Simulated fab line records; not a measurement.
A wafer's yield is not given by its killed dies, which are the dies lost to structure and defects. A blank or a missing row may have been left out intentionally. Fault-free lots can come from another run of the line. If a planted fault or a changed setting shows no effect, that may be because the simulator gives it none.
Split-lot study    flow n5-finfet    7 lots, 21 wafers read, on a route of 1938 steps

== THE SPLIT ITSELF ==
At N5_BEOL_M7_HM_DEP_02 (deposits TiN, target thk 20 nm), the setting target-thk-a was moved away from the recipe's 200 angstrom on 11 of the 21 wafers read, by -11.3% to +12.5%. This setting was run at the recipe's value on the other wafers.

== FROM THE SPLIT TO THE READING: what the file shows between them, 12 steps ==
- N5_BEOL_M7_COAT_05: resist thk 90 nm (also split here: spin-rpm)
- N5_BEOL_M7_EBR_07
- N5_BEOL_M7_SOFTBAKE_06: time 60 s
- N5_BEOL_M7_DESCUM_16: chemistry O2, time 7.9 s
- N5_BEOL_M7_ETCH_61: etches SiARC in CF4, target depth 45.5 nm, time 75.8 s
- N5_BEOL_M7_ETCH_62: etches SOC in N2/H2, target depth 110 nm, overetch 22 nm, time 165 s
- N5_BEOL_M7_STRIP_68: strips in N2/H2
- N5_BEOL_M7_STRIP_67: strips in CF4
- N5_BEOL_M7_HM_OPEN_17: chemistry Cl2/BCl3, target TiN, target depth 20 nm, overetch 6 nm
- N5_BEOL_M7_STRIP_19: strips in O2
- N5_BEOL_M7_STRIP_76: strips in C4F6/O2
- N5_BEOL_M7_STRIP_36: strips in N2/H2

== THE READING ==
TiN_of_BEOL_M7_HM_DEP_02.thk-nm (the simulator's own value, which no gauge read), in nm, at N5_BEOL_M7_TRENCH_ETCH_37 (etches SiCOH lowk in C4F6/O2, target depth 93.478 nm, time 31.2 s). No usual value for it is given in the file. Across the 10 wafers here that went through the recipe, the average is 17.4 nm and the standard deviation 0.19 nm.

wafer   tool, chamber at the split  target-thk-a as run, angstrom  against the recipe  TiN_of_BEOL_M7_HM_DEP_02.thk-nm, nm  against lot-mates on the recipe
L075.2  pvd-sputter-03, -           200                            recipe              17.4                                 -
L075.3  pvd-sputter-03, -           200                            recipe              17.8                                 -
L075.6  pvd-sputter-03, -           200                            recipe              17.6                                 -
L076.1  pvd-sputter-03, -           224.1                          +12.1%              19.8                                 +2.6
L076.2  pvd-sputter-03, -           200                            recipe              17.2                                 -
L076.3  pvd-sputter-03, -           224.1                          +12.1%              19.6                                 +2.4
L077.1  pvd-sputter-03, -           191.1                          -4.4%               16.4                                 -0.8
L077.2  pvd-sputter-03, -           191.1                          -4.4%               16.4                                 -0.8
L077.3  pvd-sputter-03, -           200                            recipe              17.2                                 -
L083.3  pvd-sputter-02, -           200                            recipe              17.6                                 -
L083.4  pvd-sputter-02, -           177.3                          -11.3%              15.2                                 -2.4
L083.5  pvd-sputter-02, -           177.3                          -11.3%              15.4                                 -2.2
L085.2  pvd-sputter-02, -           225                            +12.5%              19.8                                 +2.5
L085.4  pvd-sputter-02, -           200                            recipe              17.2                                 -
L085.6  pvd-sputter-02, -           200                            recipe              17.4                                 -
L092.1  pvd-sputter-02, -           207.9                          +4.0%               18                                   +0.6
L092.3  pvd-sputter-02, -           200                            recipe              17.4                                 -
L092.6  pvd-sputter-02, -           207.9                          +4.0%               18.2                                 +0.8
L096.3  pvd-sputter-03, -           222.8                          +11.4%              19.6                                 +2.2
L096.5  pvd-sputter-03, -           222.8                          +11.4%              19.6                                 +2.2
L096.4  pvd-sputter-03, -           200                            recipe              17.4                                 -

FIT RESULTS
A straight line over all 21 wafers: TiN_of_BEOL_M7_HM_DEP_02.thk-nm changes by +0.191 nm for each +1% of target-thk-a; r = +0.99; the points scatter about the line by 0.16 nm.
The same after taking each lot's own level away (the mean of its wafers on the recipe; 21 wafers): +0.2 nm for each +1%; r = +1.00; scatter 0.11 nm.
That fit puts the effect of the largest move of target-thk-a on the reading at 2.5 nm.
Across the lots, their own levels run from 17.20 to 17.60 nm, a range of 2.1 times the standard deviation given above.
So the lot-to-lot level changes the slope little: the two slopes agree.
Check: +2.49 nm against its lot-mates is what the line predicts for one of the wafers moved furthest among these (+12.5%) when that wafer is left out of the fit. It came out at +2.5 nm against them.

== ADDITIONAL SPLITS CARRIED BY THESE WAFERS ==
Other splits were also applied to these wafers ahead of the reading. Each is held against what the fit with the lots' levels taken away leaves over:
other split on the same wafers  wafers away from the commonest value  r with TiN_of_BEOL_M7_HM_DEP_02.thk-nm (lot level and that fit taken away)
N5_BEOL_M5_PECVD_70 time-s      10                                    -0.19
N5_BEOL_M5_COAT_60 spin-rpm     7                                     +0.08
N5_BEOL_M5_COAT_05 spin-rpm     8                                     +0.12
N5_BEOL_M6_COAT_71 spin-rpm     8                                     -0.15
N5_BEOL_M6_COAT_22 spin-rpm     8                                     -0.02
N5_BEOL_M7_COAT_05 spin-rpm     5                                     +0.06

== THE WHOLE CHAIN: every reading that the file lists as answering this split, in the file's order ==
step                       what it does                                                       reading                                                                           change (the file's fit)                r (the file's)
N5_BEOL_M7_HM_DEP_02       deposits TiN, target thk 20 nm                                     TiN_of_BEOL_M7_HM_DEP_02.thk-nm (the simulator's own value, which no gauge read)  +0.192 nm for each +1% of the setting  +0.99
N5_BEOL_M7_HM_OPEN_17      chemistry Cl2/BCl3, target TiN, target depth 20 nm, overetch 6 nm  etch.depth-nm (the simulator's own value, which no gauge read)                    +0.199 nm for each +1% of the setting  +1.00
N5_BEOL_M7_TRENCH_ETCH_37  etches SiCOH lowk in C4F6/O2, target depth 93.478 nm, time 31.2 s  TiN_of_BEOL_M7_HM_DEP_02.thk-nm (the simulator's own value, which no gauge read)  +0.2 nm for each +1% of the setting    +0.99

== FILE'S OWN FIT ==
TiN_of_BEOL_M7_HM_DEP_02.thk-nm changes by +0.2 nm for each +1% of target-thk-a, r = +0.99.
